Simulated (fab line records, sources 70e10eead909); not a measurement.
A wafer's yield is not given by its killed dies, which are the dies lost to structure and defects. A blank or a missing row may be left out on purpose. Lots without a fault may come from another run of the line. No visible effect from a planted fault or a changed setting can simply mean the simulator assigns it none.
Which of the tools did it? | flow nand_harc | 13 lots, 39 wafers sampled, at 5 steps of a route of 1302

== WHAT THE GAUGES READ, wafer by wafer ==
NHARC_A_BLC_CD_MEAS_10: target cd 100 nm.
lot  | measured     | on        | cd_nm (nm)
L651 | day 22 16:34 | cd_sem-03 | 99.5 100.3 100.5
L653 | day 23 08:04 | cd_sem-01 | 98.9 99.1 100.1
L652 | day 23 13:10 | cd_sem-03 | 99.7 98.6 99.6
L654 | day 23 13:53 | cd_sem-01 | 100.9 99.9 100.1
L658 | day 25 14:33 | cd_sem-01 | 100.1 100.3 100.9
L659 | day 25 19:48 | cd_sem-01 | 98.8 100.6 100.2
L663 | day 28 01:41 | cd_sem-02 | 100.8 100.7 100.3
L667 | day 28 23:40 | cd_sem-02 | 99.1 100.6 99.8
L668 | day 29 00:52 | cd_sem-03 | 100.0 99.7 98.9
L670 | day 30 00:50 | cd_sem-03 | 100.3 99.7 98.1
L671 | day 30 20:24 | cd_sem-01 | 99.9 100.6 101.6
L674 | day 31 02:17 | cd_sem-01 | 98.7 100.6 98.9
L673 | day 31 08:25 | cd_sem-03 | 100.7 100.9 100.6

NHARC_A_BLC_OVL_MEAS_11.
lot  | measured     | on         | overlay_x_nm (nm) | overlay_y_nm (nm)
L651 | day 22 16:38 | overlay-02 | -0.2 -0.7 -0.7    | -0.6 -1.1 -1.4
L653 | day 23 08:10 | overlay-02 | -0.4 -0.2 -0.7    | 1.0 0.7 1.2
L652 | day 23 13:15 | overlay-01 | -0.9 -0.6 -0.5    | -0.7 -0.9 -0.5
L654 | day 23 13:58 | overlay-02 | 0.3 1.0 0.4       | 0.3 0.6 0.8
L658 | day 25 14:38 | overlay-01 | 34.4 34.6 34.3    | -0.1 0.4 -0.2
L659 | day 25 19:53 | overlay-01 | 33.2 32.9 33.8    | -1.0 -1.5 -0.6
L663 | day 28 01:46 | overlay-01 | 33.3 32.6 33.2    | 0.9 0.2 1.0
L667 | day 28 23:45 | overlay-01 | -0.4 -0.5 -0.4    | -1.2 -0.8 -0.9
L668 | day 29 00:57 | overlay-01 | -1.1 -1.0 -0.8    | 1.2 0.7 1.0
L670 | day 30 00:56 | overlay-02 | 0.5 0.5 1.1       | 0.7 0.4 0.5
L671 | day 30 20:29 | overlay-02 | 0.6 0.4 0.2       | 0.0 -0.5 -0.2
L674 | day 31 02:22 | overlay-01 | -0.3 -0.4 -0.6    | 0.4 0.4 0.4
L673 | day 31 08:30 | overlay-02 | -0.1 0.0 -0.3     | 0.1 -0.3 0.7

== EACH LOT AND THE TOOL THAT RAN IT (in order: tool; ch and the chambers of the sampled wafers; start) ==
lot  | NHARC_A_CONTACT_ETCH_138             | NHARC_A_CONTACT_CVD_19                   | NHARC_A_BLC_EXPOSE_07
L651 | har_cap_etch-03 ch 0,1, day 22 12:19 | cvd_w-02 ch 0,1, day 22 16:25 or earlier | arfi_scanner-02 ch 0, day 22 16:25
L653 | har_cap_etch-02 ch 0, day 23 03:52   | cvd_w-02 ch 0,1, day 23 07:56 or earlier | arfi_scanner-03 ch 0, day 23 07:56
L652 | har_cap_etch-01 ch 0, day 23 08:43   | cvd_w-02 ch 0,1, day 23 13:01 or earlier | arfi_scanner-02 ch 0, day 23 13:01
L654 | har_cap_etch-03 ch 0,1, day 23 09:55 | cvd_w-01 ch 0,1, day 23 13:45 or earlier | arfi_scanner-02 ch 0, day 23 13:45
L658 | har_cap_etch-02 ch 0,1, day 25 10:33 | cvd_w-02 ch 1, day 25 14:24 or earlier   | arfi_scanner-02 ch 0, day 25 14:24
L659 | har_cap_etch-03 ch 0,1, day 25 15:59 | cvd_w-02 ch 0,1, day 25 19:40 or earlier | arfi_scanner-02 ch 0, day 25 19:40
L663 | har_cap_etch-02 ch 0,1, day 27 21:40 | cvd_w-01 ch 0,1, day 28 01:33 or earlier | arfi_scanner-02 ch 0, day 28 01:33
L667 | har_cap_etch-03 ch 0,1, day 28 19:29 | cvd_w-01 ch 0,1, day 28 23:32 or earlier | arfi_scanner-01 ch 0, day 28 23:32
L668 | har_cap_etch-01 ch 0,1, day 28 20:46 | cvd_w-02 ch 0,1, day 29 00:43 or earlier | arfi_scanner-03 ch 0, day 29 00:43
L670 | har_cap_etch-01 ch 0,1, day 29 20:46 | cvd_w-01 ch 0,1, day 30 00:42 or earlier | arfi_scanner-01 ch 0, day 30 00:42
L671 | har_cap_etch-01 ch 0,1, day 30 16:26 | cvd_w-01 ch 0,1, day 30 20:16 or earlier | arfi_scanner-01 ch 0, day 30 20:16
L674 | har_cap_etch-02 ch 0, day 30 22:21   | cvd_w-01 ch 0,1, day 31 02:08 or earlier | arfi_scanner-03 ch 0, day 31 02:08
L673 | har_cap_etch-01 ch 0,1, day 31 04:32 | cvd_w-01 ch 0,1, day 31 08:17 or earlier | arfi_scanner-03 ch 0, day 31 08:17
- NHARC_A_CONTACT_ETCH_138: etches the open film in C4F8/O2/Ar, time 311 s, target depth 1914 nm.
- NHARC_A_CONTACT_CVD_19: deposits W, target thk 300 nm, time 802 s.
- NHARC_A_BLC_EXPOSE_07: exposes mask A BLC, target cd 100 nm.

== WHAT THE TOOLS THEMSELVES READ (means of the sampled wafers that have a number; where no wafer has one, the mark that the record gives instead) ==
NHARC_A_CONTACT_CVD_19.
lot  | tool     | heater_power_w (W) | mfc_ar_sccm (sccm) | throttle_valve_pct (%)
L651 | cvd_w-02 | 558                | 1558               | 7.8
L653 | cvd_w-02 | 563                | 1560               | 7.7
L652 | cvd_w-02 | 560                | 1561               | 7.7
L654 | cvd_w-01 | 403                | 1559               | 8.4
L658 | cvd_w-02 | 561                | 1558               | 8.3
L659 | cvd_w-02 | 559                | 1557               | 7.9
L663 | cvd_w-01 | 368                | 1555               | 8.3
L667 | cvd_w-01 | 396                | 1557               | 8.2
L668 | cvd_w-02 | 549                | 1557               | 7.7
L670 | cvd_w-01 | 395                | 1558               | 8.3
L671 | cvd_w-01 | 397                | 1558               | 8.1
L674 | cvd_w-01 | 406                | 1557               | 8.3
L673 | cvd_w-01 | 372                | 1557               | 8.3

== THE ANSWER, worked out from the rows above alone ==
Rule: usual is defined by the lots themselves. The widest of any qualifying gaps counts: lots, ordered by their means at a reading, are off when they make up no more than a third of the lots, leave a main group of 4 or more, and stand apart from it by 3 or more times the standard deviation of that group's means. A main group is skipped when, at the precision printed for the reading in the tables above, its means are all equal. A lot without any number at a reading at which 4 lots or more have one is off too. Any other lot the step has rows for is counted as sound. After the gauges, taken in route order, come the tools' own readings; for these a lot's mean is taken, as printed above. The first step at which some lot is off is used, and at that step the reading that is off furthest; a lot without a number counts as furthest.
Off, at NHARC_A_BLC_OVL_MEAS_11 on overlay_x_nm: L658, L659, L663. Main group: mean -0.2 nm, sd 0.53.
A tool fits if, at a process step before that reading, it ran every lot that is off, and no sound lot after the first of them. The gauges at NHARC_A_BLC_OVL_MEAS_11 are tried like those tools. NHARC_A_CONTACT_CVD_19: start missing for some lots; hours and lot order therefore follow NHARC_A_BLC_EXPOSE_07. One candidate fits, namely arfi_scanner-02 at NHARC_A_BLC_EXPOSE_07. A fault onset in the window from L654 (day 23 13:45, its last sound lot) to L658 (day 25 14:24, its first lot off) fits.

== WHAT HAD BEEN PUT IN BY THE SIMULATOR ==
Scanner matching overlay: arfi_scanner-02, from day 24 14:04 on, at NHARC_A_BLC_EXPOSE_07. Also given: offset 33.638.
Shown lots that were struck: L658, L659, L663. The rule given above showed the same thing.
